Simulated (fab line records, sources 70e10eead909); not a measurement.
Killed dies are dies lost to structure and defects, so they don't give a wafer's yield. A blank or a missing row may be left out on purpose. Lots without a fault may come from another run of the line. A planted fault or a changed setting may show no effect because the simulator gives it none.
One fault seen from 2 desks | flow nand_harc | each desk has only its own numbers; what lay behind them comes last

THE DEFECT DESK
What the inspections along the route counted, lot by lot: means of the sampled wafers that have a number. A lot is out of limits, marked OUT, if its mean lies more than 4 standard deviations from the usual mean; the brackets give that distance.
Columns: A = raw_defect_count at NHARC_A_ONON_D1_INSPECT_32, usual 75
lot  | first seen here | A
L693 | day 9 19:14     | 84
L695 | day 10 01:40    | 83
L692 | day 10 01:50    | 55
L696 | day 10 02:07    | 89
L701 | day 11 02:00    | 82
L707 | day 13 00:29    | 69
This desk's finding: nothing out of limits on any of the 6 lots.

THE METROLOGY DESK
What the gauges read, lot by lot, whatever tool the lot ran on: means of the sampled wafers that have a number. A lot is out of limits, marked OUT, if its mean lies more than 4 standard deviations from the usual mean; the brackets give that distance.
Columns: A = thk_nm at NHARC_A_ONON_D1_THK_MEAS_34, usual 200.2 nm
lot  | first seen here | A
L693 | day 9 19:08     | 195.4
L695 | day 10 01:36    | 199.7
L692 | day 10 01:46    | 199.0
L696 | day 10 02:02    | 199.6
L701 | day 11 01:55    | 200.0
L707 | day 13 00:25    | 203.4
This desk's finding: nothing out of limits on any of the 6 lots.

PUT TOGETHER
The defect desk saw nothing out of limits.
The metrology desk saw nothing out of limits.

WHAT THE SIMULATOR HAD PUT IN
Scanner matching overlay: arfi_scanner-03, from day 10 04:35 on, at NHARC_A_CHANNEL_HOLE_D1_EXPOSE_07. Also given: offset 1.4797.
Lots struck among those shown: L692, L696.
